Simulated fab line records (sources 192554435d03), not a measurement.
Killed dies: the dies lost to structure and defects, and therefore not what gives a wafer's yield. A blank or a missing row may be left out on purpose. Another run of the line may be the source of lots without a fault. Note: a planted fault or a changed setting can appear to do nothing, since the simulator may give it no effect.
fab line records	flow n5_finfet	part 1 of 2: steps 1 to 16 of 24
[record] lots = 5	wafers = 15	last_day = 18
route steps=1938 shown BEOL_M2@874
lots that met no fault: from a run of the same line without faults
start_h: hours from the record's opening day to when the first of the lot's shown wafers began	wait_h: hours elapsed since this lot's preceding step	" identical to the entry in the row above	L1.1+2: a row that stands for several wafers	- no value, or no start was given	* or withheld: withheld	< > ~ a bound
route shown NAME@n: a module of which the file shows steps, and the number in the route of the first	usual: the fault-free wafers' mean and standard deviation	same: alike in all rows	chamber/n: place in a boat	sites: each site's reading	_std_site: their standard deviation	_edge_site: the outer-site mean with the inner-site mean subtracted	radius_mm: for every site, how far away it sits from the centre of the wafer	mask NAME#n: copy n	behind: the most recent tool/chamber to have shaped the wafer	hold: the reason the lot was held/the length of the hold in hours/how it ended	device: names the non-switching transistor (n, p or np)	end of line: tests run on the same wafers once the route is complete	a step without rows: its recipe alone	killed: the dies lost at the first sort to structure and to defects; this is not the yield of the wafer	map: per-die view of a wafer (x killed, . not killed, _ where there is no die)
set.NAME: the setting the step ran with; set.NAME@STEP: the setting that earlier step ran with	model.NAME: the simulator's own value behind a step, which no gauge read
certain route steps with their lots: each step a table, each wafer a row
services: the hour from which a tool's chamber was out of use, counted from the record's first day as start_h (under 0 if before that day), plus the number of hours and why
[[steps]]
[step N5_BEOL_M2_PEB_26]
[recipe] peb_temp_c = 100	peb_time_s = 60	resist = CAR-EUV
lot.wafer	tool	chamber	start_h	wait_h
L082.1+4+5	litho_track-01	0	192.47	0.1
L087.1+2+4	litho_track-04	0	216.18	0.1
L085.1+2+3	litho_track-04	0	218.26	0.1
L094.3+5+6	litho_track-04	0	259.89	0.1
L096.1+4+6	litho_track-04	0	283.89	0.1
[step N5_BEOL_M2_DEVELOP_27]
[recipe] develop_time_s = 30	developer = TMAH	resist = CAR-EUV	rinse_liquid = surfactant_rinse	dry = air_spin	dev_temp_c = 23
lot.wafer	tool	chamber	start_h	wait_h
L082.1+4+5	litho_track-01	0	-	-
L087.1+2+4	litho_track-04	0	-	-
L085.1+2+3	litho_track-04	0	-	-
L094.3+5+6	litho_track-04	0	-	-
L096.1+4+6	litho_track-04	0	-	-
[step N5_BEOL_M2_CD_MEAS_28]
[recipe] target_cd_nm = 26.2	landing_energy_ev = 500	detector = se_inlens	target_cd_y_nm = 24.1	polarity = opening
[usual] cd_nm = 26.21/0.23
lot.wafer	tool	chamber	start_h	wait_h	cd_nm
L082.1	cd_sem-01	0	192.54	-	26.38
L082.4	"	0	"	"	26.25
L082.5	"	0	"	"	26.69
L087.1	cd_sem-01	0	216.25	-	25.80
L087.2	"	0	"	"	26.45
L087.4	"	0	"	"	26.59
L085.1	cd_sem-01	0	218.33	-	26.13
L085.2	"	0	"	"	26.39
L085.3	"	0	"	"	26.30
L094.3	cd_sem-01	0	259.96	-	26.01
L094.5	"	0	"	"	26.28
L094.6	"	0	"	"	25.65
L096.1	cd_sem-03	0	283.95	-	26.01
L096.4	"	0	"	"	26.57
L096.6	"	0	"	"	26.30
[step N5_BEOL_M2_OVL_MEAS_29]
[recipe] points_per_wafer = 522
[usual] V1_OVL = 0.0/0.69
[same] points_per_wafer = 522
lot.wafer	tool	chamber	start_h	wait_h	V1_OVL[nm]
L082.1	overlay-02	0	192.57	0.0	-0.2
L082.4	"	0	"	"	-1.0
L082.5	"	0	"	"	-0.8
L087.1	overlay-02	0	216.28	0.0	0.6
L087.2	"	0	"	"	-1.4
L087.4	"	0	"	"	0.2
L085.1	overlay-01	0	218.36	0.0	1.6
L085.2	"	0	"	"	0.4
L085.3	"	0	"	"	1.9
L094.3	overlay-01	0	260.01	0.0	0.1
L094.5	"	0	"	"	-0.9
L094.6	"	0	"	"	-0.4
L096.1	overlay-01	0	283.98	0.0	0.5
L096.4	"	0	"	"	0.6
L096.6	"	0	"	"	-0.1
[step N5_BEOL_M2_INSPECT_30]
[recipe] mode = adi	inspect_instrument = brightfield
[usual] raw_defect_count = 389/85
lot.wafer	tool	chamber	start_h	wait_h	raw_defect_count
L082.1	defect_inspect-01	-	192.62	0.1	412
L082.4	"	-	"	"	422
L082.5	"	-	"	"	482
L087.1	defect_inspect-01	-	216.33	0.1	311
L087.2	"	-	"	"	364
L087.4	"	-	"	"	394
L085.1	defect_inspect-01	-	218.42	0.1	397
L085.2	"	-	"	"	378
L085.3	"	-	"	"	469
L094.3	defect_inspect-01	-	260.05	0.0	459
L094.5	"	-	"	"	352
L094.6	"	-	"	"	297
L096.1	defect_inspect-01	-	284.04	0.1	399
L096.4	"	-	"	"	392
L096.6	"	-	"	"	360
[step N5_BEOL_M2_DESCUM_33]
[recipe] chemistry = O2	time_s = 7	source_power_w = 50	bias_power_w = 20	pressure_mtorr = 20	rf_frequency_hz = 2.712e+07	temp_c = 40	resist = CAR-EUV	o2_flow_sccm = 225
[usual] bias_power_w = 20.00/0.062	chamber_pressure_mTorr = 20.001/0.019	drypump_motor_current_A = 5.6/0.45	oes_product_au = 0.77/0.09	rf_vpp_V = 242.8/1.2	showerhead_plenum_p_Torr = 2.08/0.065	throttle_valve_pct = 20.56/0.17
lot.wafer	tool	chamber	start_h	wait_h	bias_power_w	chamber_pressure_mTorr	drypump_motor_current_A	oes_product_au	rf_hours_counter_h	rf_vpp_V	showerhead_plenum_p_Torr	throttle_valve_pct
L082.1	rie_diel-01	2	192.66	0.0	20.13	19.982	5.1	0.72	181	243.9	2.09	20.52
L082.4	"	3	"	"	19.98	19.987	5.7	0.74	178	243.6	2.18	20.64
L082.5	"	3	"	"	20.05	20.030	5.7	0.74	-	245.0	2.18	20.62
L087.1	rie_diel-01	0	216.66	0.3	20.03	19.995	6.3	0.70	210	244.0	2.08	20.76
L087.2	"	1	"	"	19.95	20.006	5.2	0.77	152	242.6	2.00	20.78
L087.4	"	2	"	"	20.09	19.968	5.1	0.72	189	241.9	2.08	20.53
L085.1	rie_diel-02	0	218.45	0.0	20.13	19.980	5.9	0.97	11	242.4	2.06	20.43
L085.2	"	1	"	"	19.95	20.018	5.8	0.82	94	245.2	2.19	20.62
L085.3	"	3	"	"	19.95	20.026	5.4	1.02	0	244.5	2.13	20.25
L094.3	rie_diel-02	1	260.09	0.0	19.86	20.033	5.8	0.79	108	244.4	2.19	20.64
L094.5	"	3	"	"	20.06	19.984	5.4	0.93	-	243.9	2.13	20.28
L094.6	"	2	"	"	20.03	19.991	6.7	0.97	-	242.5	2.15	20.51
L096.1	rie_diel-01	1	284.08	0.0	19.94	19.970	5.2	0.74	176	241.5	1.99	20.81
L096.4	"	2	"	"	20.08	20.027	5.1	0.71	213	242.5	2.08	20.57
L096.6	"	0	"	"	19.94	19.993	6.3	0.69	-	242.2	2.07	20.81
[step N5_BEOL_M2_ETCH_77]
[recipe] chemistry = N2/H2	target = underlayer	target_depth_a = 65	mask_material = CAR-EUV	time_s = 5.2	ion_energy_ev = 200	pressure_mtorr = 30	source_w = 840	bias_w = 150	n2_flow_sccm = 200	h2_flow_sccm = 200	ends = cleared
[usual] chamber_pressure_mTorr = 30.00/0.043	drypump_motor_current_A = 5.7/0.45	etch_rf_on_time_s = 5.20/0.082	oes_product_au = 0.66/0.077	rf_vpp_V = 523.2/2.5	showerhead_plenum_p_Torr = 2.53/0.081	throttle_valve_pct = 17.99/0.2
lot.wafer	tool	chamber	start_h	wait_h	chamber_pressure_mTorr	drypump_motor_current_A	etch_rf_on_time_s	oes_product_au	rf_hours_counter_h	rf_vpp_V	showerhead_plenum_p_Torr	throttle_valve_pct
L082.1	rie_diel-01	2	192.69	0.0	29.98	5.1	5.22	0.62	181	523.7	2.54	18.01
L082.4	"	3	"	"	30.01	5.7	5.22	0.64	178	525.5	2.65	18.02
L082.5	"	3	"	"	30.08	5.7	5.20	0.64	-	524.8	2.65	17.99
L087.1	rie_diel-01	0	216.70	0.0	30.08	6.3	5.25	0.60	210	523.7	2.51	18.08
L087.2	"	1	"	"	30.04	5.2	5.18	0.64	152	520.7	2.44	18.40
L087.4	"	2	"	"	29.95	5.1	5.26	0.61	189	524.7	2.53	18.03
L085.1	rie_diel-02	0	218.49	0.0	30.02	5.9	5.02	0.83	11	521.5	2.50	17.75
L085.2	"	1	"	"	30.01	5.8	5.18	0.69	94	527.4	2.68	18.12
L085.3	"	3	"	"	29.95	5.4	5.10	0.86	0	525.1	2.61	17.67
L094.3	rie_diel-02	1	260.12	0.0	30.01	5.8	5.17	0.68	108	528.8	2.67	18.12
L094.5	"	3	"	"	29.99	5.4	5.11	0.78	-	526.8	2.60	17.73
L094.6	"	2	"	"	30.07	6.8	5.03	0.83	-	527.1	2.60	17.81
L096.1	rie_diel-01	1	284.11	0.0	30.04	5.2	5.14	0.63	176	519.4	2.43	18.46
L096.4	"	2	"	"	30.02	5.1	5.29	0.60	213	524.4	2.52	18.07
L096.6	"	0	"	"	30.04	6.3	5.21	0.60	-	523.3	2.50	18.11
[step N5_BEOL_M2_ETCH_69]
[recipe] chemistry = CF4	target = SiARC	target_depth_a = 156	mask_material = CAR-EUV	time_s = 26	ion_energy_ev = 80	pressure_mtorr = 40	source_w = 545	bias_w = 36	Ar_flow_sccm = 100	cf4_flow_sccm = 100	ends = cleared
[usual] chamber_pressure_mTorr = 40.00/0.038	drypump_motor_current_A = 5.6/0.45	etch_rf_on_time_s = 26.2/0.38	mfc_ar_sccm = 100.04/0.28	oes_product_au = 0.66/0.077	rf_vpp_V = 183.9/1	showerhead_plenum_p_Torr = 2.13/0.065	throttle_valve_pct = 15.74/0.2
lot.wafer	tool	chamber	start_h	wait_h	chamber_pressure_mTorr	drypump_motor_current_A	etch_rf_on_time_s	mfc_ar_sccm	oes_product_au	rf_hours_counter_h	rf_vpp_V	showerhead_plenum_p_Torr	throttle_valve_pct
L082.1	rie_diel-01	2	192.71	0.0	39.98	5.1	26.5	99.78	0.62	181	184.5	2.13	15.69
L082.4	"	3	"	"	40.07	5.7	26.2	99.85	0.64	178	183.3	2.22	15.85
L082.5	"	3	"	"	39.95	5.7	26.4	100.34	0.64	-	185.1	2.22	15.84
L087.1	rie_diel-01	0	216.71	0.0	40.04	6.3	26.3	100.35	0.61	210	183.2	2.12	15.95
L087.2	"	1	"	"	40.00	5.2	26.2	100.00	0.64	152	183.0	2.06	15.98
L087.4	"	2	"	"	40.01	5.1	26.5	99.77	0.61	189	183.7	2.13	15.70
L085.1	rie_diel-02	0	218.50	0.0	40.00	5.9	25.3	99.87	0.82	11	183.8	2.10	15.52
L085.2	"	1	"	"	39.99	5.8	26.1	99.71	0.70	94	184.1	2.25	15.83
L085.3	"	3	"	"	39.89	5.4	25.8	99.04	0.87	0	184.8	2.19	15.40
L094.3	rie_diel-02	1	260.14	0.0	40.08	5.8	26.1	100.18	0.68	108	185.2	2.24	15.86
L094.5	"	3	"	"	40.01	5.4	26.0	100.40	0.78	-	185.3	2.18	15.45
L094.6	"	2	"	"	40.03	6.7	25.5	99.58	0.83	-	186.6	2.19	15.53
L096.1	rie_diel-01	1	284.13	0.0	39.95	5.2	26.2	99.97	0.64	176	182.1	2.05	15.99
L096.4	"	2	"	"	40.01	5.1	26.5	100.49	0.60	213	184.6	2.12	15.75
L096.6	"	0	"	"	39.96	6.3	26.7	99.93	0.58	-	184.3	2.12	15.98
[step N5_BEOL_M2_ALD_98]
[recipe] material = SiO2	target_thk_a = 25	temp_c = 100	ald_precursor_family = BDEAS	ald_co_reactant = O2-plasma	pulse_time_s = 1	co_reactant_pulse_time_s = 1	purge_time_s = 2	co_reactant_purge_time_s = 2	ald_cycles = 17	pressure_torr = 2
[usual] heater_power_w = 77/9.1	precursor_pulse_height_rel = 1.003/0.018
lot.wafer	tool	chamber	start_h	wait_h	heater_power_w	precursor_pulse_height_rel
L082.1	ald_sin-01	0	192.80	0.1	86	1.054
L082.4	"	1	"	"	81	1.020
L082.5	"	1	"	"	82	1.012
L087.1	ald_sin-01	3	216.80	0.1	88	0.970
L087.2	"	1	"	"	83	1.036
L087.4	"	0	"	"	86	1.013
L085.1	ald_sin-04	1	218.73	0.2	84	1.018
L085.2	"	3	"	"	63	0.982
L085.3	"	2	"	"	67	1.008
L094.3	ald_sin-03	0	260.22	0.1	86	1.026
L094.5	"	2	"	"	81	0.994
L094.6	"	3	"	"	77	0.993
L096.1	ald_sin-03	2	284.81	0.7	82	1.018
L096.4	"	0	"	"	87	1.012
L096.6	"	0	"	"	86	0.972
[step N5_BEOL_M2_ETCHBACK_99]
[recipe] chemistry = CHF3	target = SiO2	target_depth_a = 50	time_s = 10.4	source_w = 215	bias_w = 47	Ar_flow_sccm = 200	CHF3_flow_sccm = 12	ion_energy_ev = 100	pressure_mtorr = 30
[usual] chamber_pressure_mTorr = 29.998/0.026	drypump_motor_current_A = 5.6/0.49	mfc_ar_sccm = 200.0/0.6	oes_product_au = 0.76/0.09	rf_vpp_V = 241.7/2.1	showerhead_plenum_p_Torr = 2.12/0.07	throttle_valve_pct = 17.18/0.2
lot.wafer	tool	chamber	start_h	wait_h	chamber_pressure_mTorr	drypump_motor_current_A	mfc_ar_sccm	oes_product_au	rf_hours_counter_h	rf_vpp_V	showerhead_plenum_p_Torr	throttle_valve_pct
L082.1	rie_diel-02	0	197.06	4.2	30.015	5.9	201.1	1.01	2	243.1	2.11	16.99
L082.4	"	2	"	"	30.005	6.7	200.5	0.68	-	237.9	2.21	17.45
L082.5	"	1	"	"	30.045	5.8	198.2	0.81	-	243.6	2.26	17.24
L087.1	rie_diel-01	2	221.05	4.2	29.996	5.1	200.7	0.72	191	242.8	2.14	17.14
L087.2	"	3	"	"	30.028	5.7	200.3	0.74	188	245.1	2.23	17.29
L087.4	"	1	"	"	29.995	5.2	200.5	0.76	154	241.2	2.06	17.43
L085.1	rie_diel-05	0	221.08	2.3	30.017	5.6	200.8	0.68	239	245.0	2.12	17.32
L085.2	"	3	"	"	29.967	5.9	200.8	0.71	194	240.6	2.06	17.15
L085.3	"	2	"	"	30.005	5.0	201.0	0.71	195	239.1	2.04	16.85
L094.3	rie_diel-05	2	262.26	2.0	29.972	5.1	199.5	0.70	210	239.7	2.04	16.87
L094.5	"	3	"	"	30.015	5.9	199.9	0.69	-	240.1	2.05	17.17
L094.6	"	1	"	"	29.980	5.2	199.2	0.81	-	241.2	2.07	16.98
L096.1	rie_diel-05	2	287.30	2.4	30.056	5.1	200.8	0.69	221	237.7	2.03	16.89
L096.4	"	3	"	"	29.989	5.9	199.8	0.68	219	241.1	2.05	17.17
L096.6	"	0	"	"	30.012	5.6	200.7	0.98	-	242.6	2.12	16.92
[step N5_BEOL_M2_ETCH_70]
[recipe] chemistry = N2/H2	target = SOC	target_depth_a = 800	overetch_a = 240	mask_material = SiARC	temp_c = 40	time_s = 130	ion_energy_ev = 200	pressure_mtorr = 30	source_w = 840	bias_w = 150	n2_flow_sccm = 200	h2_flow_sccm = 200
[usual] chamber_pressure_mTorr = 29.997/0.028	drypump_motor_current_A = 5.7/0.48	oes_product_au = 0.56/0.063	rf_vpp_V = 523.1/2.5	showerhead_plenum_p_Torr = 2.51/0.084	throttle_valve_pct = 17.94/0.22
lot.wafer	tool	chamber	start_h	wait_h	chamber_pressure_mTorr	drypump_motor_current_A	oes_product_au	rf_hours_counter_h	rf_vpp_V	showerhead_plenum_p_Torr	throttle_valve_pct
L082.1	rie_diel-02	0	197.09	0.0	29.973	5.9	0.73	2	522.6	2.50	17.66
L082.4	"	2	"	"	29.965	6.7	0.50	-	526.7	2.61	18.17
L082.5	"	1	"	"	30.000	5.8	0.60	-	528.5	2.68	18.04
L087.1	rie_diel-01	2	221.08	0.0	29.993	5.1	0.53	191	525.4	2.53	17.97
L087.2	"	3	"	"	30.009	5.7	0.54	188	525.9	2.64	17.99
L087.4	"	1	"	"	30.021	5.2	0.56	154	520.5	2.44	18.35
L085.1	rie_diel-05	0	221.12	0.0	29.996	5.6	0.51	239	522.4	2.50	18.06
L085.2	"	3	"	"	30.038	5.9	0.53	194	518.8	2.43	17.89
L085.3	"	2	"	"	30.034	5.1	0.53	195	520.0	2.42	17.57
L094.3	rie_diel-05	2	262.29	0.0	30.009	5.1	0.52	210	522.1	2.41	17.61
L094.5	"	3	"	"	30.014	5.9	0.52	-	519.0	2.42	17.91
L094.6	"	1	"	"	30.015	5.2	0.61	-	522.3	2.46	17.80
L096.1	rie_diel-05	2	287.34	0.0	30.032	5.1	0.52	221	521.6	2.41	17.63
L096.4	"	3	"	"	29.989	5.9	0.51	219	520.6	2.41	17.93
L096.6	"	0	"	"	29.988	5.6	0.71	-	521.9	2.50	17.69
[step N5_BEOL_M2_STRIP_71]
[recipe] chemistry = N2/H2	temp_c = 40	n2_flow_sccm = 200	h2_flow_sccm = 200	rf_frequency_hz = 6e+07
lot.wafer	tool	chamber	start_h	wait_h
L082.1+4+5	rie_diel-02	0,2,1	197.18	0.0
L087.1+2+4	rie_diel-01	2,3,1	221.17	0.0
L085.1+2+3	rie_diel-05	0,3,2	221.20	0.0
L094.3+5+6	rie_diel-05	2,3,1	262.38	0.0
L096.1+4+6	rie_diel-05	2,3,0	287.42	0.0
[step N5_BEOL_M2_STRIP_78]
[recipe] chemistry = N2/H2	temp_c = 40	n2_flow_sccm = 200	h2_flow_sccm = 200	rf_frequency_hz = 6e+07
lot.wafer	tool	chamber	start_h	wait_h
L082.1+4+5	rie_diel-02	0,2,1	197.19	0.0
L087.1+2+4	rie_diel-01	2,3,1	221.18	0.0
L085.1+2+3	rie_diel-05	0,3,2	221.21	0.0
L094.3+5+6	rie_diel-05	2,3,1	262.39	0.0
L096.1+4+6	rie_diel-05	2,3,0	287.43	0.0
[step N5_BEOL_M2_VIA_ETCH_34]
[recipe] chemistry = C4F6/O2	target_depth_a = 694	mask_material = SOC	pressure_mtorr = 15	ion_energy_ev = 250	taper_deg = 4	time_s = 65.9	source_w = 350	bias_w = 170	Ar_flow_sccm = 300	C4F6_flow_sccm = 10	O2_flow_sccm = 10
[usual] chamber_pressure_mTorr = 15.000/0.014	drypump_motor_current_A = 5.6/0.48	mfc_ar_sccm = 300.0/0.81	oes_product_au = 0.76/0.091	rf_vpp_V = 668/5.2	showerhead_plenum_p_Torr = 2.81/0.089	throttle_valve_pct = 30.83/0.25
lot.wafer	tool	chamber	start_h	wait_h	chamber_pressure_mTorr	drypump_motor_current_A	mfc_ar_sccm	oes_product_au	rf_hours_counter_h	rf_vpp_V	showerhead_plenum_p_Torr	throttle_valve_pct
L082.1	rie_diel-02	0	197.20	0.0	15.004	5.9	300.6	1.01	2	675	2.79	30.67
L082.4	"	2	"	"	14.996	6.8	301.8	0.68	-	658	2.91	31.09
L082.5	"	1	"	"	15.008	5.8	300.1	0.82	-	670	2.98	30.98
L087.1	rie_diel-01	2	221.19	0.0	14.999	5.1	302.6	0.72	191	667	2.83	30.88
L087.2	"	3	"	"	15.016	5.7	300.1	0.74	188	679	2.94	30.95
L087.4	"	1	"	"	15.004	5.2	299.8	0.75	154	668	2.73	31.18
L085.1	rie_diel-05	0	221.22	0.0	15.012	5.7	299.6	0.68	239	672	2.81	30.89
L085.2	"	3	"	"	15.007	5.9	299.9	0.72	194	668	2.72	30.82
L085.3	"	2	"	"	15.004	5.1	299.2	0.71	195	660	2.70	30.30
L094.3	rie_diel-05	2	262.40	0.0	14.984	5.1	299.7	0.69	211	661	2.69	30.34
L094.5	"	3	"	"	14.976	5.9	300.0	0.70	-	666	2.71	30.81
L094.6	"	1	"	"	15.008	5.2	300.3	0.82	-	668	2.74	30.64
L096.1	rie_diel-05	2	287.44	0.0	14.976	5.1	300.1	0.70	221	661	2.69	30.33
L096.4	"	3	"	"	15.006	5.9	300.8	0.69	219	665	2.71	30.83
L096.6	"	0	"	"	14.992	5.7	299.2	0.98	-	671	2.80	30.77
[step N5_BEOL_M2_STRIP_83]
[recipe] chemistry = C4F6/O2	resist = SiARC	rf_frequency_hz = 6e+07
lot.wafer	tool	chamber	start_h	wait_h
L082.1+4+5	rie_diel-02	0,2,1	197.25	0.0
L087.1+2+4	rie_diel-01	2,3,1	221.24	0.0
L085.1+2+3	rie_diel-05	0,3,2	221.28	0.0
L094.3+5+6	rie_diel-05	2,3,1	262.45	0.0
L096.1+4+6	rie_diel-05	2,3,0	287.50	0.0
[step N5_BEOL_M2_STRIP_36]
[recipe] chemistry = N2/H2	power_w = 450	temp_c = 40	pressure_mtorr = 20	rf_frequency_hz = 6e+07	overash_fraction = 0.3	bias_power_w = 7	h2_frac = 0.5	n2_flow_sccm = 200	h2_flow_sccm = 200
[usual] bias_power_w = 6.998/0.017	chamber_pressure_mTorr = 20.00/0.05	drypump_motor_current_A = 5.6/0.48	oes_product_au = 0.76/0.09	rf_vpp_V = 59.0/1.4	showerhead_plenum_p_Torr = 2.51/0.084	throttle_valve_pct = 23.77/0.29
lot.wafer	tool	chamber	start_h	wait_h	bias_power_w	chamber_pressure_mTorr	drypump_motor_current_A	oes_product_au	rf_hours_counter_h	rf_vpp_V	showerhead_plenum_p_Torr	throttle_valve_pct
L082.1	rie_diel-02	0	197.26	0.0	6.985	20.03	5.9	1.02	2	62.4	2.50	23.42
L082.4	"	2	"	"	7.000	19.97	6.7	0.68	-	59.9	2.60	23.95
L082.5	"	1	"	"	6.981	20.06	5.8	0.84	-	58.7	2.68	23.95
L087.1	rie_diel-01	2	221.25	0.0	6.977	20.01	5.1	0.72	191	56.5	2.53	23.91
L087.2	"	3	"	"	6.984	20.01	5.8	0.74	188	63.1	2.64	23.74
L087.4	"	1	"	"	6.995	20.03	5.2	0.76	154	57.0	2.44	24.41
L085.1	rie_diel-05	0	221.29	0.0	7.011	19.95	5.6	0.69	239	59.6	2.50	23.83
L085.2	"	3	"	"	7.010	20.03	5.9	0.72	194	57.7	2.42	23.73
L085.3	"	2	"	"	6.998	20.07	5.1	0.70	195	58.5	2.41	23.29
L094.3	rie_diel-05	2	262.46	0.0	6.978	20.05	5.1	0.70	211	58.2	2.41	23.27
L094.5	"	3	"	"	7.015	20.00	5.9	0.71	-	61.4	2.42	23.75
L094.6	"	1	"	"	7.002	19.99	5.2	0.81	-	59.7	2.46	23.61
L096.1	rie_diel-05	2	287.51	0.0	7.000	20.04	5.1	0.68	221	59.9	2.40	23.29
L096.4	"	3	"	"	7.004	20.03	5.9	0.70	219	59.6	2.41	23.74
L096.6	"	0	"	"	7.005	20.01	5.7	0.99	-	59.4	2.49	23.60
